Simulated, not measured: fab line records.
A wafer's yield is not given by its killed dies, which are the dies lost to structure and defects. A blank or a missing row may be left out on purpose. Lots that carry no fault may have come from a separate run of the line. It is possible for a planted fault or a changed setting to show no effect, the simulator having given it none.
What tool caused it? / flow n5 finfet / Sampling: 9 lots, 24 wafers, 7 of 1938 route steps

## WHAT THE GAUGES SHOWED, per wafer
N5_BEOL_M0_SAQP_THK_MEAS_05.
lot=L706; measured=day 6 01:06; on=film metro-02; thk nm (nm)=59.2 60.6 60.5
lot=L707; measured=day 6 04:31; on=film metro-02; thk nm (nm)=59.4 60.7 59.9
lot=L709; measured=day 6 20:37; on=film metro-01; thk nm (nm)=59.9 59.4 60.0
lot=L716; measured=day 8 17:50; on=film metro-01; thk nm (nm)=65.6 60.6
lot=L717; measured=day 8 23:04; on=film metro-02; thk nm (nm)=59.7 67.3
lot=L718; measured=day 9 05:51; on=film metro-02; thk nm (nm)=58.7 67.1
lot=L723; measured=day 10 06:37; on=film metro-02; thk nm (nm)=58.9 59.0 60.4
lot=L725; measured=day 10 18:44; on=film metro-02; thk nm (nm)=59.4 60.3 60.7
lot=L726; measured=day 10 23:13; on=film metro-01; thk nm (nm)=60.7 59.2 60.2

N5_BEOL_M4_RC_MEAS_101.
lot=L706; measured=day 8 13:00; on=prober-01; DIBL_N (mV/V)=35.3 35.1 35.1; DIBL_P (mV/V)=36.5 36.3 36.6; IOFF_N (nA/um)=0.14 0.14 0.15; IOFF_P (nA/um)=0.18 0.17 0.18; ION_N (uA/um)=674 673 679; ION_P (uA/um)=456 456 458; SS_N (mV/dec)=71.3 72.2 71.7; SS_P (mV/dec)=74.1 72.9 73.7; VT_N (mV)=251 249 249; VT_P (mV)=-257 -256 -257
lot=L707; measured=day 8 10:17; on=prober-01; DIBL_N (mV/V)=36.3 37.0 40.5; DIBL_P (mV/V)=35.7 36.7 41.0; IOFF_N (nA/um)=0.14 0.15 0.23; IOFF_P (nA/um)=0.21 0.22 0.31; ION_N (uA/um)=661 686 699; ION_P (uA/um)=463 474 475; SS_N (mV/dec)=71.8 72.2 72.5; SS_P (mV/dec)=73.8 73.3 74.9; VT_N (mV)=254 251 247; VT_P (mV)=-250 -247 -246
lot=L709; measured=day 10 03:57; on=prober-02; DIBL_N (mV/V)=37.9 39.7 38.8; DIBL_P (mV/V)=37.8 40.0 38.7; IOFF_N (nA/um)=0.16 0.20 0.17; IOFF_P (nA/um)=0.27 0.30 0.26; ION_N (uA/um)=674 681 670; ION_P (uA/um)=467 472 460; SS_N (mV/dec)=72.4 72.3 71.8; SS_P (mV/dec)=73.1 74.3 73.7; VT_N (mV)=247 249 249; VT_P (mV)=-245 -244 -246
lot=L716; measured=day 11 18:58; on=prober-01; DIBL_N (mV/V)=38.2 40.6; DIBL_P (mV/V)=37.8 40.3; IOFF_N (nA/um)=0.21 0.29; IOFF_P (nA/um)=0.24 0.29; ION_N (uA/um)=696 693; ION_P (uA/um)=466 461; SS_N (mV/dec)=72.2 73.2; SS_P (mV/dec)=73.7 75.0; VT_N (mV)=245 242; VT_P (mV)=-250 -248
lot=L717; measured=day 11 15:23; on=prober-01; DIBL_N (mV/V)=37.7 37.2; DIBL_P (mV/V)=38.6 38.5; IOFF_N (nA/um)=0.19 0.18; IOFF_P (nA/um)=0.21 0.20; ION_N (uA/um)=680 683; ION_P (uA/um)=453 458; SS_N (mV/dec)=72.7 72.0; SS_P (mV/dec)=73.8 73.6; VT_N (mV)=245 250; VT_P (mV)=-252 -252
lot=L718; measured=day 11 17:02; on=prober-02; DIBL_N (mV/V)=37.9 36.7; DIBL_P (mV/V)=37.9 36.0; IOFF_N (nA/um)=0.18 0.16; IOFF_P (nA/um)=0.20 0.17; ION_N (uA/um)=678 681; ION_P (uA/um)=456 457; SS_N (mV/dec)=70.9 71.9; SS_P (mV/dec)=73.9 72.4; VT_N (mV)=248 251; VT_P (mV)=-254 -257
lot=L723; measured=day 13 10:12; on=prober-01; DIBL_N (mV/V)=34.7 34.3 37.2; DIBL_P (mV/V)=37.2 35.7 39.5; IOFF_N (nA/um)=0.13 0.13 0.18; IOFF_P (nA/um)=0.22 0.21 0.26; ION_N (uA/um)=663 666 687; ION_P (uA/um)=463 461 471; SS_N (mV/dec)=71.5 70.9 72.2; SS_P (mV/dec)=73.4 73.4 73.7; VT_N (mV)=254 254 249; VT_P (mV)=-249 -249 -247
lot=L725; measured=day 14 04:26; on=prober-02; DIBL_N (mV/V)=35.2 36.2 34.5; DIBL_P (mV/V)=34.6 36.1 34.0; IOFF_N (nA/um)=0.12 0.15 0.12; IOFF_P (nA/um)=0.16 0.17 0.15; ION_N (uA/um)=662 679 659; ION_P (uA/um)=454 458 451; SS_N (mV/dec)=71.2 71.1 71.2; SS_P (mV/dec)=72.1 73.1 72.1; VT_N (mV)=253 247 253; VT_P (mV)=-255 -254 -256
lot=L726; measured=day 14 12:44; on=prober-02; DIBL_N (mV/V)=36.1 35.7 38.8; DIBL_P (mV/V)=34.6 35.6 38.9; IOFF_N (nA/um)=0.13 0.14 0.19; IOFF_P (nA/um)=0.18 0.19 0.25; ION_N (uA/um)=657 662 676; ION_P (uA/um)=454 455 463; SS_N (mV/dec)=71.0 71.3 71.8; SS_P (mV/dec)=72.7 73.0 73.1; VT_N (mV)=252 252 246; VT_P (mV)=-253 -253 -247

## EACH LOT AND THE TOOL THAT RAN IT (in order: tool; ch and the chambers of the sampled wafers; start)
lot=L706; N5_MOL_CONTACT_COAG_STRIP_72=rie diel-01 ch 0,1,2, day 5 19:04; N5_MOL_CONTACT_COAG_CVD_140=cvd w-01 ch 0,1, day 5 19:25; N5_BEOL_M0_SAQP_PECVD_97=pecvd-04 ch 0,1,2, day 6 00:58; N5_BEOL_M0_SAQP_PECVD_04=pecvd-04 ch 0,1,2, day 6 01:01; N5_BEOL_M0_SAQP_MANDREL_ETCH_20=rie si-06 ch 0,1,3, day 6 02:05
lot=L707; N5_MOL_CONTACT_COAG_STRIP_72=rie diel-02 ch 0,2, day 5 21:55; N5_MOL_CONTACT_COAG_CVD_140=cvd w-02 ch 0, day 5 22:17; N5_BEOL_M0_SAQP_PECVD_97=pecvd-01 ch 0,1,2, day 6 04:23; N5_BEOL_M0_SAQP_PECVD_04=pecvd-01 ch 0,1,2, day 6 04:25; N5_BEOL_M0_SAQP_MANDREL_ETCH_20=rie si-06 ch 0,1,3, day 6 05:22
lot=L709; N5_MOL_CONTACT_COAG_STRIP_72=rie diel-06 ch 0,1,3, day 6 15:44; N5_MOL_CONTACT_COAG_CVD_140=cvd w-01 ch 0,1, day 6 16:06; N5_BEOL_M0_SAQP_PECVD_97=pecvd-02 ch 0,1,2, day 6 20:29; N5_BEOL_M0_SAQP_PECVD_04=pecvd-02 ch 0,1,2, day 6 20:31; N5_BEOL_M0_SAQP_MANDREL_ETCH_20=rie si-02 ch 0,1, day 6 21:28
lot=L716; N5_MOL_CONTACT_COAG_STRIP_72=rie diel-01 ch 1,2, day 8 12:17; N5_MOL_CONTACT_COAG_CVD_140=cvd w-01 ch 0,1, day 8 12:39; N5_BEOL_M0_SAQP_PECVD_97=pecvd-02 ch 0,2, day 8 17:43; N5_BEOL_M0_SAQP_PECVD_04=pecvd-02 ch 0,2, day 8 17:44; N5_BEOL_M0_SAQP_MANDREL_ETCH_20=rie si-03 ch 1,3, day 8 19:37
lot=L717; N5_MOL_CONTACT_COAG_STRIP_72=rie diel-06 ch 0,3, day 8 12:30; N5_MOL_CONTACT_COAG_CVD_140=cvd w-02 ch 1, day 8 12:52; N5_BEOL_M0_SAQP_PECVD_97=pecvd-02 ch 0,1, day 8 22:56; N5_BEOL_M0_SAQP_PECVD_04=pecvd-02 ch 0,1, day 8 22:58; N5_BEOL_M0_SAQP_MANDREL_ETCH_20=rie si-03 ch 2,3, day 9 00:37
lot=L718; N5_MOL_CONTACT_COAG_STRIP_72=rie diel-01 ch 0, day 8 18:13; N5_MOL_CONTACT_COAG_CVD_140=cvd w-01 ch 0,1, day 8 18:35; N5_BEOL_M0_SAQP_PECVD_97=pecvd-02 ch 0,2, day 9 05:43; N5_BEOL_M0_SAQP_PECVD_04=pecvd-02 ch 0,2, day 9 05:44; N5_BEOL_M0_SAQP_MANDREL_ETCH_20=rie si-03 ch 1, day 9 06:42
lot=L723; N5_MOL_CONTACT_COAG_STRIP_72=rie diel-06 ch 1,3, day 10 00:49; N5_MOL_CONTACT_COAG_CVD_140=cvd w-01 ch 0,1, day 10 01:11; N5_BEOL_M0_SAQP_PECVD_97=pecvd-01 ch 0,1, day 10 06:25; N5_BEOL_M0_SAQP_PECVD_04=pecvd-01 ch 0,1, day 10 06:29; N5_BEOL_M0_SAQP_MANDREL_ETCH_20=rie si-06 ch 1,2,3, day 10 07:29
lot=L725; N5_MOL_CONTACT_COAG_STRIP_72=rie diel-02 ch 0,2,3, day 10 11:20; N5_MOL_CONTACT_COAG_CVD_140=cvd w-01 ch 0,1, day 10 11:41; N5_BEOL_M0_SAQP_PECVD_97=pecvd-01 ch 0,1,2, day 10 18:36; N5_BEOL_M0_SAQP_PECVD_04=pecvd-01 ch 0,1,2, day 10 18:38; N5_BEOL_M0_SAQP_MANDREL_ETCH_20=rie si-03 ch 1,2,3, day 10 19:28
lot=L726; N5_MOL_CONTACT_COAG_STRIP_72=rie diel-01 ch 1,3, day 10 16:24; N5_MOL_CONTACT_COAG_CVD_140=cvd w-01 ch 0,1, day 10 16:46; N5_BEOL_M0_SAQP_PECVD_97=pecvd-01 ch 0,1, day 10 23:05; N5_BEOL_M0_SAQP_PECVD_04=pecvd-01 ch 0,1, day 10 23:07; N5_BEOL_M0_SAQP_MANDREL_ETCH_20=rie si-02 ch 1,3, day 11 00:07
- N5_MOL_CONTACT_COAG_STRIP_72: strips in N2/H2.
- N5_MOL_CONTACT_COAG_CVD_140: deposits W, target thk 66.5 nm, time 215 s.
- N5_BEOL_M0_SAQP_PECVD_97: deposits SiNx from SiH4/NH3/N2, target thk 23 nm, time 19.9 s.
- N5_BEOL_M0_SAQP_PECVD_04: deposits a-Si from SiH4/He, target thk 60 nm, time 60.2 s.
- N5_BEOL_M0_SAQP_MANDREL_ETCH_20: etches a-Si in HBr/Cl2, stops on SiNx, target depth 60 nm, bt time 10 s, time 30 s.

## WHAT THE TOOLS THEMSELVES READ (means of the sampled wafers that have a number; where no wafer has one, the mark that the record gives instead)
N5_MOL_CONTACT_COAG_STRIP_72.
lot=L706; tool=rie diel-01; chamber pressure mTorr (mTorr)=19.99; drypump motor current A (A)=5.7; oes product au (a.u.)=0.89; rf vpp V (V)=60.3; showerhead plenum p Torr (Torr)=2.58; throttle valve pct (%)=23.63
lot=L707; tool=rie diel-02; chamber pressure mTorr (mTorr)=19.99; drypump motor current A (A)=5.6; oes product au (a.u.)=0.76; rf vpp V (V)=60.2; showerhead plenum p Torr (Torr)=2.42; throttle valve pct (%)=23.85
lot=L709; tool=rie diel-06; chamber pressure mTorr (mTorr)=20.04; drypump motor current A (A)=5.4; oes product au (a.u.)=0.74; rf vpp V (V)=59.2; showerhead plenum p Torr (Torr)=2.52; throttle valve pct (%)=23.81
lot=L716; tool=rie diel-01; chamber pressure mTorr (mTorr)=20.01; drypump motor current A (A)=5.7; oes product au (a.u.)=0.86; rf vpp V (V)=60.8; showerhead plenum p Torr (Torr)=2.56; throttle valve pct (%)=23.59
lot=L717; tool=rie diel-06; chamber pressure mTorr (mTorr)=20.03; drypump motor current A (A)=5.6; oes product au (a.u.)=0.73; rf vpp V (V)=58.8; showerhead plenum p Torr (Torr)=2.52; throttle valve pct (%)=23.89
lot=L718; tool=rie diel-01; chamber pressure mTorr (mTorr)=20.00; drypump motor current A (A)=5.7; oes product au (a.u.)=0.83; rf vpp V (V)=58.8; showerhead plenum p Torr (Torr)=2.57; throttle valve pct (%)=23.76
lot=L723; tool=rie diel-06; chamber pressure mTorr (mTorr)=20.03; drypump motor current A (A)=5.4; oes product au (a.u.)=0.89; rf vpp V (V)=58.8; showerhead plenum p Torr (Torr)=2.47; throttle valve pct (%)=23.70
lot=L725; tool=rie diel-02; chamber pressure mTorr (mTorr)=19.97; drypump motor current A (A)=5.5; oes product au (a.u.)=0.73; rf vpp V (V)=59.7; showerhead plenum p Torr (Torr)=2.48; throttle valve pct (%)=24.01
lot=L726; tool=rie diel-01; chamber pressure mTorr (mTorr)=20.02; drypump motor current A (A)=5.7; oes product au (a.u.)=0.78; rf vpp V (V)=58.9; showerhead plenum p Torr (Torr)=2.53; throttle valve pct (%)=23.59

N5_MOL_CONTACT_COAG_CVD_140.
lot=L706; tool=cvd w-01; heater power w (W)=545
lot=L707; tool=cvd w-02; heater power w (W)=472
lot=L709; tool=cvd w-01; heater power w (W)=546
lot=L716; tool=cvd w-01; heater power w (W)=534
lot=L717; tool=cvd w-02; heater power w (W)=502
lot=L718; tool=cvd w-01; heater power w (W)=541
lot=L723; tool=cvd w-01; heater power w (W)=552
lot=L725; tool=cvd w-01; heater power w (W)=539
lot=L726; tool=cvd w-01; heater power w (W)=538

N5_BEOL_M0_SAQP_PECVD_97.
lot=L706; tool=pecvd-04; heater power w (W)=516; showerhead plenum p Torr (Torr)=5.09; throttle valve pct (%)=38.8
lot=L707; tool=pecvd-01; heater power w (W)=544; showerhead plenum p Torr (Torr)=5.17; throttle valve pct (%)=42.2
lot=L709; tool=pecvd-02; heater power w (W)=532; showerhead plenum p Torr (Torr)=5.11; throttle valve pct (%)=37.8
lot=L716; tool=pecvd-02; heater power w (W)=508; showerhead plenum p Torr (Torr)=5.12; throttle valve pct (%)=37.9
lot=L717; tool=pecvd-02; heater power w (W)=536; showerhead plenum p Torr (Torr)=5.07; throttle valve pct (%)=38.5
lot=L718; tool=pecvd-02; heater power w (W)=556; showerhead plenum p Torr (Torr)=5.12; throttle valve pct (%)=37.7
lot=L723; tool=pecvd-01; heater power w (W)=489; showerhead plenum p Torr (Torr)=5.14; throttle valve pct (%)=42.4
lot=L725; tool=pecvd-01; heater power w (W)=519; showerhead plenum p Torr (Torr)=5.16; throttle valve pct (%)=40.6
lot=L726; tool=pecvd-01; heater power w (W)=563; showerhead plenum p Torr (Torr)=5.16; throttle valve pct (%)=42.5

N5_BEOL_M0_SAQP_PECVD_04.
lot=L706; tool=pecvd-04; heater power w (W)=563; showerhead plenum p Torr (Torr)=5.64; throttle valve pct (%)=17.9
lot=L707; tool=pecvd-01; heater power w (W)=616; showerhead plenum p Torr (Torr)=5.68; throttle valve pct (%)=19.3
lot=L709; tool=pecvd-02; heater power w (W)=565; showerhead plenum p Torr (Torr)=5.63; throttle valve pct (%)=17.1
lot=L716; tool=pecvd-02; heater power w (W)=614; showerhead plenum p Torr (Torr)=5.67; throttle valve pct (%)=17.2
lot=L717; tool=pecvd-02; heater power w (W)=592; showerhead plenum p Torr (Torr)=5.63; throttle valve pct (%)=17.8
lot=L718; tool=pecvd-02; heater power w (W)=595; showerhead plenum p Torr (Torr)=5.64; throttle valve pct (%)=17.2
lot=L723; tool=pecvd-01; heater power w (W)=583; showerhead plenum p Torr (Torr)=5.69; throttle valve pct (%)=19.4
lot=L725; tool=pecvd-01; heater power w (W)=606; showerhead plenum p Torr (Torr)=5.68; throttle valve pct (%)=18.5
lot=L726; tool=pecvd-01; heater power w (W)=628; showerhead plenum p Torr (Torr)=5.67; throttle valve pct (%)=19.2

N5_BEOL_M0_SAQP_MANDREL_ETCH_20.
lot=L706; tool=rie si-06; bias w (W)=74.82; chamber pressure mTorr (mTorr)=9.991; drypump motor current A (A)=6.0; oes product au (a.u.)=0.775; throttle valve pct (%)=35.44
lot=L707; tool=rie si-06; bias w (W)=74.87; chamber pressure mTorr (mTorr)=10.000; drypump motor current A (A)=6.0; oes product au (a.u.)=0.772; throttle valve pct (%)=35.43
lot=L709; tool=rie si-02; bias w (W)=75.16; chamber pressure mTorr (mTorr)=10.006; drypump motor current A (A)=5.8; oes product au (a.u.)=0.785; throttle valve pct (%)=35.33
lot=L716; tool=rie si-03; bias w (W)=75.08; chamber pressure mTorr (mTorr)=9.996; drypump motor current A (A)=6.4; oes product au (a.u.)=0.796; throttle valve pct (%)=35.30
lot=L717; tool=rie si-03; bias w (W)=75.05; chamber pressure mTorr (mTorr)=10.002; drypump motor current A (A)=6.1; oes product au (a.u.)=0.789; throttle valve pct (%)=35.51
lot=L718; tool=rie si-03; bias w (W)=74.70; chamber pressure mTorr (mTorr)=10.002; drypump motor current A (A)=6.5; oes product au (a.u.)=0.804; throttle valve pct (%)=34.89
lot=L723; tool=rie si-06; bias w (W)=74.98; chamber pressure mTorr (mTorr)=10.010; drypump motor current A (A)=5.9; oes product au (a.u.)=0.770; throttle valve pct (%)=35.46
lot=L725; tool=rie si-03; bias w (W)=74.85; chamber pressure mTorr (mTorr)=10.002; drypump motor current A (A)=6.2; oes product au (a.u.)=0.770; throttle valve pct (%)=35.35
lot=L726; tool=rie si-02; bias w (W)=75.03; chamber pressure mTorr (mTorr)=10.002; drypump motor current A (A)=5.7; oes product au (a.u.)=0.771; throttle valve pct (%)=35.06

## THE ANSWER, worked out from the rows above alone
Rule: usual is defined by the lots themselves. The widest of any qualifying gaps counts: lots, ordered by their means at a reading, are off when they make up no more than a third of the lots, leave a main group of 4 or more, and stand apart from it by 3 or more times the standard deviation of that group's means. Not used: any main group whose means are identical at the precision the tables above print for the reading. A lot without any number at a reading at which 4 lots or more have one is off too. Where the step has rows for the other lots, those lots are counted as sound. The gauges are gone through in route order, then the tools' own readings, and for those a lot's mean is taken as printed above. The first step at which some lot is off is used, and at that step the reading that is off furthest; a lot without a number counts as furthest.
Off: L716, L717, L718 (N5_BEOL_M0_SAQP_THK_MEAS_05, thk nm). Main group: mean 59.9 nm, sd 0.24.
A tool fits if, at a process step before that reading, it ran every lot that is off, and no sound lot after the first of them. Those tools and the gauges at N5_BEOL_M0_SAQP_THK_MEAS_05 are tried in the same way. One candidate fits, namely pecvd-02 at N5_BEOL_M0_SAQP_PECVD_97 and N5_BEOL_M0_SAQP_PECVD_04. At N5_BEOL_M0_SAQP_PECVD_97 its last sound lot is L709 (day 6 20:29), its first lot that is off L716 (day 8 17:43): a fault that began between those two fits.

## WHAT THE SIMULATOR HAD INSERTED
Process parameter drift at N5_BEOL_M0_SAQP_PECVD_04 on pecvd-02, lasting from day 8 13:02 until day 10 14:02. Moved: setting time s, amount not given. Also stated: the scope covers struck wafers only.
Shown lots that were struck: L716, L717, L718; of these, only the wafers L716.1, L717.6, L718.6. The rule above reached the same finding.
